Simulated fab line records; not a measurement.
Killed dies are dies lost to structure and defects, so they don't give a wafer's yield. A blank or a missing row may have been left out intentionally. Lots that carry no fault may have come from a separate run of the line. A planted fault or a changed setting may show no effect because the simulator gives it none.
fab line records ; flow n5_finfet
record: lots: 5; wafers: 13; last_day: 19
route steps=1938 shown BEOL_M14@1750
lots that met no fault: from a run of the same line without faults
start_h: the number of hours between the record's first day and the start of the first shown wafer of the lot ; wait_h: time in hours since the lot's previous step ; " identical to the entry in the row above ; L1.1+2: several wafers, shown together as one row ; - no value, or no start was given ; * or withheld: withheld ; < > ~ a bound
route shown NAME@n: a module of which the file shows steps, and the number in the route of the first ; usual: mean/standard deviation of fault-free wafers ; same: alike in all rows ; chamber/n: place in a boat ; sites: the reading at each site ; _std_site: the standard deviation of these ; _edge_site: the outer-site mean with the inner-site mean subtracted ; radius_mm: how far each site lies from the wafer's centre ; mask NAME#n: copy n ; behind: tool/chamber where the wafer was last shaped ; hold: the reason the lot was held/the length of the hold in hours/how it ended ; device: the n, p or np transistor that did not switch ; end of line: tests run on the same wafers once the route is complete ; for a step that has no rows: nothing shown but its recipe ; killed: dies that structure and defects cost at the first sort, which is not the same as the wafer's yield ; map: the dies of a wafer, with x for killed, . for not killed, _ for no die there
set.NAME: the setting as run; set.NAME@STEP: as run at that earlier step ; model.NAME: the simulator's own value behind a step, which no gauge read
lots at some steps of the route; a table a step, a row a wafer
services: the hour from which a tool's chamber was out of use, counted from the record's first day as start_h (under 0 if before that day), plus the number of hours and why
== steps ==
step: N5_BEOL_M14_ETCH_67
recipe: chemistry: CF4; target: SiARC; target_depth_a: 1430; time_s: 238.3; ion_energy_ev: 80; pressure_mtorr: 40; source_w: 545; bias_w: 36; Ar_flow_sccm: 100; cf4_flow_sccm: 100; ends: cleared
usual: drypump_motor_current_A: 5.7/0.4; etch_rf_on_time_s: 238/4.6; mfc_ar_sccm: 100.00/0.28; oes_product_au: 0.69/0.08; rf_vpp_V: 184.1/0.94; showerhead_plenum_p_Torr: 2.14/0.04; throttle_valve_pct: 15.59/0.2
lot.wafer;tool;chamber;start_h;wait_h;drypump_motor_current_A;etch_rf_on_time_s;mfc_ar_sccm;oes_product_au;rf_hours_counter_h;rf_vpp_V;showerhead_plenum_p_Torr;throttle_valve_pct
L844.3;rie_diel-06;2;294.35;0.0;6.3;244;99.51;0.58;240;184.0;2.12;15.85
L844.4;rie_diel-06;1;294.35;0.0;5.8;234;100.18;0.70;75;184.6;2.18;15.49
L847.2;rie_diel-05;2;309.04;0.0;5.5;242;100.21;0.81;5;184.5;2.11;15.28
L847.3;rie_diel-05;0;309.04;0.0;6.2;245;99.93;0.58;216;185.4;2.11;15.87
L847.4;rie_diel-05;1;309.04;0.0;5.4;238;100.11;0.60;217;183.4;2.11;15.91
L852.2;rie_diel-05;1;349.77;0.0;5.4;239;100.26;0.60;234;183.7;2.10;15.95
L852.4;rie_diel-05;0;349.77;0.0;6.2;246;100.01;0.57;234;184.1;2.11;15.91
L857.2;rie_diel-06;2;383.37;0.0;6.3;235;99.90;0.85;5;183.2;2.11;15.44
L857.4;rie_diel-06;3;383.37;0.0;5.8;238;100.12;0.59;248;183.9;2.10;15.81
L857.6;rie_diel-06;0;383.37;0.0;5.8;238;99.91;0.68;-;185.1;2.15;15.62
L864.2;rie_diel-06;3;425.93;0.0;5.8;230;99.63;0.81;6;182.8;2.09;15.34
L864.4;rie_diel-06;2;425.93;0.0;6.3;239;99.87;0.79;23;182.4;2.10;15.43
L864.5;rie_diel-06;1;425.93;0.0;5.8;238;100.26;0.65;-;186.1;2.16;15.57
step: N5_BEOL_M14_ETCH_68
recipe: chemistry: N2/H2; target: SOC; mask_material: SiARC; source_w: 3000; bias_w: 350; temp_c: 40; time_s: 450; ion_energy_ev: 200; pressure_mtorr: 30; n2_flow_sccm: 200; h2_flow_sccm: 200
step: N5_BEOL_M14_STRIP_69
recipe: chemistry: N2/H2; temp_c: 40; n2_flow_sccm: 200; h2_flow_sccm: 200; rf_frequency_hz: 6e+07
step: N5_BEOL_M14_TRENCH_ETCH_34
recipe: chemistry: C4F8/O2/Ar; target: SiO2; target_depth_a: 5566.5; mask_material: SOC; he_inner_torr: 15; he_outer_torr: 30; time_s: 126.9; ion_energy_ev: 800; pressure_mtorr: 20; source_w: 1905; bias_w: 2040; Ar_flow_sccm: 400; C4F8_flow_sccm: 16; O2_flow_sccm: 12
step: N5_BEOL_M14_STRIP_70
recipe: chemistry: C4F8/O2/Ar; resist: SiARC; rf_frequency_hz: 6e+07
step: N5_BEOL_M14_OCD_MEAS_35
usual: trench_depth_nm: 556/11
lot.wafer;tool;chamber;start_h;wait_h;trench_depth_nm
L844.3;ocd-02;-;294.92;0.0;538
L844.4;ocd-02;-;294.92;0.0;560
L847.2;ocd-01;-;309.61;0.0;554
L847.3;ocd-01;-;309.61;0.0;543
L847.4;ocd-01;-;309.61;0.0;567
L852.2;ocd-02;-;350.34;0.0;553
L852.4;ocd-02;-;350.34;0.0;540
L857.2;ocd-02;-;383.94;0.0;565
L857.4;ocd-02;-;383.94;0.0;554
L857.6;ocd-02;-;383.94;0.0;555
L864.2;ocd-02;-;426.50;0.0;582
L864.4;ocd-02;-;426.50;0.0;556
L864.5;ocd-02;-;426.50;0.0;568
step: N5_BEOL_M14_STRIP_37
recipe: chemistry: O2; power_w: 600; temp_c: 60; pressure_mtorr: 30; rf_frequency_hz: 6e+07; bias_power_w: 0; overash_fraction: 0.3; o2_flow_sccm: 225
usual: drypump_motor_current_A: 5.7/0.43; oes_product_au: 0.81/0.092; rf_vpp_V: 3.6/0.95; showerhead_plenum_p_Torr: 2.10/0.044; throttle_valve_pct: 16.66/0.22
lot.wafer;tool;chamber;start_h;wait_h;drypump_motor_current_A;oes_product_au;rf_hours_counter_h;rf_vpp_V;showerhead_plenum_p_Torr;throttle_valve_pct
L844.3;rie_diel-02;2;297.35;2.4;5.8;0.80;89;4.3;2.12;16.64
L844.4;rie_diel-02;3;297.35;2.4;6.4;0.85;-;4.4;2.21;16.59
L847.2;rie_diel-06;0;309.98;0.4;5.8;0.83;78;3.5;2.11;16.62
L847.3;rie_diel-06;1;309.98;0.4;5.7;0.78;80;3.4;2.10;16.36
L847.4;rie_diel-06;3;309.98;0.4;5.8;0.69;220;2.7;2.08;16.93
L852.2;rie_diel-06;1;355.44;5.1;5.7;0.77;101;2.8;2.09;16.41
L852.4;rie_diel-06;3;355.44;5.1;5.8;0.67;-;4.1;2.08;16.96
L857.2;rie_diel-06;1;386.09;2.1;5.8;0.78;110;4.7;2.09;16.42
L857.4;rie_diel-06;3;386.09;2.1;5.8;0.67;249;4.5;2.07;17.00
L857.6;rie_diel-06;0;386.09;2.1;5.8;0.80;-;3.6;2.10;16.68
L864.2;rie_diel-06;1;426.94;0.4;5.7;0.75;127;4.2;2.08;16.48
L864.4;rie_diel-06;3;426.94;0.4;5.8;0.94;7;3.0;2.07;16.51
L864.5;rie_diel-06;2;426.94;0.4;6.3;0.95;-;4.1;2.04;16.43
step: N5_BEOL_M14_ETCH_38
recipe: chemistry: CF4/N2; target: SiCN; target_depth_a: 1065; taper_deg: 2; time_s: 120.6; ion_energy_ev: 150; mask_material: SiO2; pressure_mtorr: 40; source_w: 430; bias_w: 70; Ar_flow_sccm: 100; cf4_flow_sccm: 60; n2_flow_sccm: 60
usual: drypump_motor_current_A: 5.7/0.43; mfc_ar_sccm: 100.02/0.29; n2_flow_sccm: 60.01/0.16; oes_product_au: 0.81/0.09; rf_vpp_V: 382.5/1.4; showerhead_plenum_p_Torr: 2.21/0.045; throttle_valve_pct: 15.41/0.19
lot.wafer;tool;chamber;start_h;wait_h;drypump_motor_current_A;mfc_ar_sccm;n2_flow_sccm;oes_product_au;rf_hours_counter_h;rf_vpp_V;showerhead_plenum_p_Torr;throttle_valve_pct
L844.3;rie_diel-02;2;-;-;5.8;99.84;59.98;0.79;89;383.4;2.22;15.41
L844.4;rie_diel-02;3;-;-;6.3;100.32;60.07;0.84;-;385.6;2.31;15.37
L847.2;rie_diel-06;0;-;-;5.8;100.35;59.92;0.83;78;383.4;2.22;15.38
L847.3;rie_diel-06;1;-;-;5.7;99.88;59.81;0.81;80;382.3;2.24;15.33
L847.4;rie_diel-06;3;-;-;5.8;100.18;59.89;0.70;221;381.6;2.17;15.58
L852.2;rie_diel-06;1;-;-;5.7;99.78;60.27;0.79;101;382.5;2.24;15.37
L852.4;rie_diel-06;3;-;-;5.8;100.11;60.00;0.69;-;382.7;2.16;15.62
L857.2;rie_diel-06;1;-;-;5.7;100.26;59.84;0.78;110;383.3;2.23;15.37
L857.4;rie_diel-06;3;-;-;5.8;100.17;59.98;0.68;249;381.9;2.16;15.65
L857.6;rie_diel-06;0;-;-;5.8;100.44;60.10;0.80;-;382.4;2.21;15.44
L864.2;rie_diel-06;1;-;-;5.8;99.80;60.19;0.76;127;382.5;2.23;15.42
L864.4;rie_diel-06;3;-;-;5.8;100.13;60.05;0.96;7;381.0;2.15;15.16
L864.5;rie_diel-06;2;-;-;6.3;99.95;60.49;0.91;-;380.7;2.16;15.25
step: N5_BEOL_M14_PRECLEAN_39
recipe: chemistry: residue_remover; time_s: 60; temp_c: 40
step: N5_BEOL_M14_SRD_40
recipe: time_s: 30; temp_c: 23; rinse_liquid: diw; dry: n2_spin; spin_rpm: 1500; dry_time_s: 30
step: N5_BEOL_M14_DEGAS_41
recipe: ambient: vacuum; temp_c: 300; time_s: 60
step: N5_BEOL_M14_PRE_CLEAN_42
recipe: gas: H2/He; time_s: 30; temp_c: 300
usual: heater_power_w: 483/51
lot.wafer;tool;chamber;start_h;wait_h;heater_power_w
L844.3;pvd_sputter-03;-;297.87;0.0;442
L844.4;pvd_sputter-03;-;297.87;0.0;504
L847.2;pvd_sputter-01;-;310.32;0.0;545
L847.3;pvd_sputter-01;-;310.32;0.0;523
L847.4;pvd_sputter-01;-;310.32;0.0;502
L852.2;pvd_sputter-02;-;355.97;0.0;588
L852.4;pvd_sputter-02;-;355.97;0.0;411
L857.2;pvd_sputter-01;-;386.76;0.0;521
L857.4;pvd_sputter-01;-;386.76;0.0;527
L857.6;pvd_sputter-01;-;386.76;0.0;503
L864.2;pvd_sputter-02;-;427.47;0.0;416
L864.4;pvd_sputter-02;-;427.47;0.0;399
L864.5;pvd_sputter-02;-;427.47;0.0;485
step: N5_BEOL_M14_SPUTTER_43
recipe: material: TaN; target_thk_a: 150; temp_c: 50; bias_v: 168.6; power_w: 15000; chamber_pressure_pa: 0.12; time_s: 24.19
usual: bias_v: 168.7/1.6; cathode_dc_power_W: 15000/2.4; throttle_valve_pct: 30.0/0.99
lot.wafer;tool;chamber;start_h;wait_h;bias_v;cathode_dc_power_W;throttle_valve_pct;model.TaN_of_BEOL_M14_SPUTTER_43.thk_nm
L844.3;pvd_sputter-03;-;297.91;0.0;169.0;15002;30.1;14.6
L844.4;pvd_sputter-03;-;297.91;0.0;168.0;15001;28.6;14.8
L847.2;pvd_sputter-01;-;310.36;0.0;169.4;14995;28.9;15.2
L847.3;pvd_sputter-01;-;310.36;0.0;170.2;14998;29.5;15.2
L847.4;pvd_sputter-01;-;310.36;0.0;169.2;15000;30.3;14.8
L852.2;pvd_sputter-02;-;356.01;0.0;169.6;15004;29.8;15.2
L852.4;pvd_sputter-02;-;356.01;0.0;169.7;14998;31.2;14.8
L857.2;pvd_sputter-01;-;386.80;0.0;167.5;16419;29.8;16.4
L857.4;pvd_sputter-01;-;386.80;0.0;168.0;15001;29.6;15
L857.6;pvd_sputter-01;-;386.80;0.0;170.1;16421;29.9;16.4
L864.2;pvd_sputter-02;-;427.51;0.0;166.5;15000;29.4;15
L864.4;pvd_sputter-02;-;427.51;0.0;172.0;15002;31.4;14.8
L864.5;pvd_sputter-02;-;427.51;0.0;169.3;14997;30.6;15
step: N5_BEOL_M14_SPUTTER_44
recipe: material: Ta; target_thk_a: 150; temp_c: 50; bias_v: 80; power_w: 15000; chamber_pressure_pa: 0.07; time_s: 24.19
usual: bias_v: 80.1/0.84; cathode_dc_power_W: 15000/3.2; throttle_valve_pct: 30.0/0.99
lot.wafer;tool;chamber;start_h;wait_h;bias_v;cathode_dc_power_W;throttle_valve_pct
L844.3;pvd_sputter-03;-;297.99;0.0;80.1;15004;30.2
L844.4;pvd_sputter-03;-;297.99;0.0;80.5;14994;28.5
L847.2;pvd_sputter-01;-;310.44;0.0;80.3;14995;29.0
L847.3;pvd_sputter-01;-;310.44;0.0;79.7;15002;29.5
L847.4;pvd_sputter-01;-;310.44;0.0;78.7;15002;30.0
L852.2;pvd_sputter-02;-;356.09;0.0;81.2;14995;29.5
L852.4;pvd_sputter-02;-;356.09;0.0;78.9;14996;31.2
L857.2;pvd_sputter-01;-;386.88;0.0;79.9;14998;30.1
L857.4;pvd_sputter-01;-;386.88;0.0;79.9;14997;29.5
L857.6;pvd_sputter-01;-;386.88;0.0;80.4;15006;29.8
L864.2;pvd_sputter-02;-;427.59;0.0;79.5;14994;29.6
L864.4;pvd_sputter-02;-;427.59;0.0;80.5;15006;31.3
L864.5;pvd_sputter-02;-;427.59;0.0;79.8;15004;30.4
== services ==
tool;chamber;start_h;hours;kind
rie_diel-02;2;274.60;2.7;repair
rie_diel-05;2;276.14;-;clean
rie_diel-05;2;276.14;-;consumable_replace:focus_ring
rie_diel-05;2;276.14;16.3;scheduled_down
rie_diel-05;2;276.14;16.3;vent_cycle
rie_diel-06;2;318.16;10.9;repair
rie_diel-02;0;359.18;8.3;repair
rie_diel-06;-;369.08;2.8;pm
rie_diel-06;3;388.92;-;clean
rie_diel-06;3;388.92;-;consumable_replace:focus_ring
rie_diel-06;3;388.92;19.5;scheduled_down
rie_diel-06;3;388.92;19.5;vent_cycle
rie_diel-02;0;396.89;2.6;repair
pvd_sputter-02;-;398.94;1.0;repair
rie_diel-05;0;399.21;-;clean
rie_diel-05;0;399.21;-;consumable_replace:focus_ring
rie_diel-05;0;399.21;20.1;scheduled_down
rie_diel-05;0;399.21;20.1;vent_cycle
rie_diel-05;1;419.35;-;clean
rie_diel-05;1;419.35;-;consumable_replace:focus_ring
rie_diel-05;1;419.35;12.4;scheduled_down
rie_diel-05;1;419.35;12.4;vent_cycle
== key ==
first_sign: step: N5_BEOL_M14_SPUTTER_43; reading: cathode_dc_power_W; direction: up; sigmas: 99+; usual: *; struck: *
effect none on later readings
model_effect: step: N5_BEOL_M14_SPUTTER_43; value: TaN_of_BEOL_M14_SPUTTER_43.thk_nm; without: 15; struck: 16.4
met_at N5_BEOL_M14_SPUTTER_43
struck_wafers L857.2,L857.6
onset_between 310.36 386.80
fault: kind: process_parameter_drift; tool: pvd_sputter-01; chamber: -; onset_h: 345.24; steps: N5_BEOL_M14_SPUTTER_43; channel: power_w; offset: *; shape: step; end_h: 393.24; acts_in: *; stated: *; scope: struck_wafers_only
